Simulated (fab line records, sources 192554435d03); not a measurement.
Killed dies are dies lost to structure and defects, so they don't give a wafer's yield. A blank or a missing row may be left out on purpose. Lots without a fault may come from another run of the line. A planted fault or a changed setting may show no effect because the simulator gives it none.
Chamber matching | flow n5_finfet | N5_BEOL_M4_ETCHBACK_99 on rie_diel-01: 4 sister chambers
The step etches SiO2 in CHF3, target depth 5 nm, time 10.4 s. 4 wafers are shown with their chamber, then 9 later ones without.

WAFERS WITH THEIR CHAMBER
wafer  | chamber | showerhead_plenum_p_Torr (Torr)
L087.2 | 0       | 2.22
L086.6 | 2       | 2.04
L090.4 | 3       | 2.09
L090.5 | 1       | 2.08

WAFERS WITHOUT THEIR CHAMBER
wafer  | showerhead_plenum_p_Torr (Torr)
L088.1 | 2.22
L088.3 | 2.09
L088.6 | 2.09
L092.1 | 2.22
L092.2 | 2.07
L092.6 | 2.04
L093.1 | 2.22
L093.4 | 2.04
L093.6 | 2.07

WHICH CHAMBER EACH WENT THROUGH
wafer  | from the rows above | in truth
L088.1 | 0                   | 0
L088.3 | 3                   | 3
L088.6 | 3                   | 3
L092.1 | 0                   | 0
L092.2 | 1                   | 1
L092.6 | 2                   | 2
L093.1 | 0                   | 0
L093.4 | 2                   | 2
L093.6 | 1                   | 1
Placed correctly: 9 of 9. Can't be placed from these rows: 0. Placed wrongly: 0.
How it was worked out, from the rows above alone: a wafer's distance from a chamber is the root of the sum, over the readings, of the square of ((its reading less the chamber's mean) divided by the reading's scatter). The wafer belongs to the nearest chamber; if the next one is less than 2 further off, it can't be placed. A chamber's mean is the mean of its shown wafers. The scatter: with one shown wafer a chamber, the root of the mean of the squares of how far each hidden wafer lies from its nearest shown one.
